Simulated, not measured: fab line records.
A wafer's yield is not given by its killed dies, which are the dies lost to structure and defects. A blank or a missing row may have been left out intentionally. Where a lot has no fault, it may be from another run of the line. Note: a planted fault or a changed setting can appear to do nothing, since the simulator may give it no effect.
Lot-split experiment / flow n5Finfet / 7 lots, 21 wafers read, on a route of 1938 steps

## THE SPLIT
At N5_SD_EPI_N_EXPOSE_06 (exposes mask SD N BLK, target cd 120 nm), the setting doseMj was moved away from the recipe's 39.75 on 6 of the 21 wafers read, by -4.3% to +3.2%. This setting was run at the recipe's value on the other wafers.

## SPLIT TO READING: what lies between them in the file, 1 step
- N5_SD_EPI_N_DEVELOP_08: develop time 30 s (also split here: developTimeS)

## THE READING
At N5_SD_EPI_N_CD_MEAS_09: cdNm in nanometres, against a target cd of 120 nm. Typical for fault-free wafers on this fab line: 120.1 nm, with standard deviation 0.63 nm.

wafer=L076.1; tool, chamber at the split=arfiScanner-01, 0; doseMj as run=39.75; against the recipe=recipe; cdNm, nm=120.6; against lot-mates on the recipe=-
wafer=L076.2; tool, chamber at the split=arfiScanner-01, 0; doseMj as run=39.75; against the recipe=recipe; cdNm, nm=121.0; against lot-mates on the recipe=-
wafer=L076.5; tool, chamber at the split=arfiScanner-01, 0; doseMj as run=39.75; against the recipe=recipe; cdNm, nm=120.7; against lot-mates on the recipe=-
wafer=L080.3; tool, chamber at the split=arfiScanner-02, 0; doseMj as run=41.01; against the recipe=+3.2%; cdNm, nm=122.2; against lot-mates on the recipe=+1.5
wafer=L080.5; tool, chamber at the split=arfiScanner-02, 0; doseMj as run=41.01; against the recipe=+3.2%; cdNm, nm=123.0; against lot-mates on the recipe=+2.3
wafer=L080.6; tool, chamber at the split=arfiScanner-02, 0; doseMj as run=39.75; against the recipe=recipe; cdNm, nm=120.7; against lot-mates on the recipe=-
wafer=L088.2; tool, chamber at the split=arfiScanner-01, 0; doseMj as run=40.65; against the recipe=+2.3%; cdNm, nm=122.3; against lot-mates on the recipe=+2.2
wafer=L088.5; tool, chamber at the split=arfiScanner-01, 0; doseMj as run=39.75; against the recipe=recipe; cdNm, nm=120.1; against lot-mates on the recipe=-
wafer=L088.6; tool, chamber at the split=arfiScanner-01, 0; doseMj as run=39.75; against the recipe=recipe; cdNm, nm=120.0; against lot-mates on the recipe=-
wafer=L089.2; tool, chamber at the split=arfiScanner-03, 0; doseMj as run=39.75; against the recipe=recipe; cdNm, nm=119.4; against lot-mates on the recipe=-
wafer=L089.5; tool, chamber at the split=arfiScanner-03, 0; doseMj as run=39.75; against the recipe=recipe; cdNm, nm=119.5; against lot-mates on the recipe=-
wafer=L089.6; tool, chamber at the split=arfiScanner-03, 0; doseMj as run=39.75; against the recipe=recipe; cdNm, nm=119.9; against lot-mates on the recipe=-
wafer=L092.1; tool, chamber at the split=arfiScanner-02, 0; doseMj as run=38.48; against the recipe=-3.2%; cdNm, nm=118.4; against lot-mates on the recipe=-1.3
wafer=L092.3; tool, chamber at the split=arfiScanner-02, 0; doseMj as run=39.75; against the recipe=recipe; cdNm, nm=119.0; against lot-mates on the recipe=-
wafer=L092.4; tool, chamber at the split=arfiScanner-02, 0; doseMj as run=39.75; against the recipe=recipe; cdNm, nm=120.4; against lot-mates on the recipe=-
wafer=L095.1; tool, chamber at the split=arfiScanner-01, 0; doseMj as run=38.04; against the recipe=-4.3%; cdNm, nm=117.4; against lot-mates on the recipe=-4.0
wafer=L095.4; tool, chamber at the split=arfiScanner-01, 0; doseMj as run=39.75; against the recipe=recipe; cdNm, nm=121.4; against lot-mates on the recipe=-
wafer=L095.6; tool, chamber at the split=arfiScanner-01, 0; doseMj as run=38.04; against the recipe=-4.3%; cdNm, nm=118.2; against lot-mates on the recipe=-3.2
wafer=L097.2; tool, chamber at the split=arfiScanner-01, 0; doseMj as run=39.75; against the recipe=recipe; cdNm, nm=119.9; against lot-mates on the recipe=-
wafer=L097.3; tool, chamber at the split=arfiScanner-01, 0; doseMj as run=39.75; against the recipe=recipe; cdNm, nm=121.4; against lot-mates on the recipe=-
wafer=L097.6; tool, chamber at the split=arfiScanner-01, 0; doseMj as run=39.75; against the recipe=recipe; cdNm, nm=120.2; against lot-mates on the recipe=-

FIT RESULTS
A straight line over all 21 wafers: cdNm changes by +0.648 nm for each +1% of doseMj; r = +0.89; the points scatter about the line by 0.65 nm.
The same after taking each lot's own level away (the mean of its wafers on the recipe; 21 wafers): +0.721 nm for each +1%; r = +0.94; scatter 0.53 nm.
The reading moves by 3.1 nm for the largest change in doseMj, on that fit.
The span of the lots' own levels, 119.60 to 121.40 nm, comes to 2.9 times the standard deviation stated above.
In other words, the slope is changed by the lot-to-lot level; the two fits disagree.
Check: -2.75 nm against its lot-mates is what the line predicts for one of the wafers moved furthest among these (-4.3%) when that wafer is left out of the fit. Against them it came out at -4 nm.

## THESE WAFERS: OTHER SPLITS
Other splits were also applied to these wafers ahead of the reading. Each is held against what the fit with the lots' levels taken away leaves over:
other split on the same wafers=N5_WELL_APT_EXPOSE_05 doseMj; wafers away from the commonest value=7; r with cdNm (lot level and that fit taken away)=-0.17
other split on the same wafers=N5_WELL_APT_COAT_19 spinRpm; wafers away from the commonest value=7; r with cdNm (lot level and that fit taken away)=-0.19
other split on the same wafers=N5_PMOS_HMC_CHANNEL_EPI_PEB_07 pebTimeS; wafers away from the commonest value=6; r with cdNm (lot level and that fit taken away)=+0.21
other split on the same wafers=N5_PMOS_HMC_CHANNEL_EPI_DEVELOP_08 developTimeS; wafers away from the commonest value=9; r with cdNm (lot level and that fit taken away)=+0.01
other split on the same wafers=N5_FIN_CUT_COAT_19 spinRpm; wafers away from the commonest value=9; r with cdNm (lot level and that fit taken away)=+0.07
other split on the same wafers=N5_SD_EPI_N_DEVELOP_08 developTimeS; wafers away from the commonest value=6; r with cdNm (lot level and that fit taken away)=+0.10

## THE WHOLE CHAIN: every reading that the file lists as answering this split, in the file's order
step=N5_SD_EPI_N_CD_MEAS_09; what it does=target cd 120 nm; reading=cdNm; change (the file's fit)=+0.705 nm for each +1% of the setting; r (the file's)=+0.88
step=N5_SD_EPI_N_DESCUM_14; what it does=chemistry O2, time 7.9 s; reading=SD_EPI_N.cdNm (the simulator's own value, which no gauge read); change (the file's fit)=+0.73 nm for each +1% of the setting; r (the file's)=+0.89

## FILE'S OWN FIT
cdNm changes by +0.705 nm for each +1% of doseMj, r = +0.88.
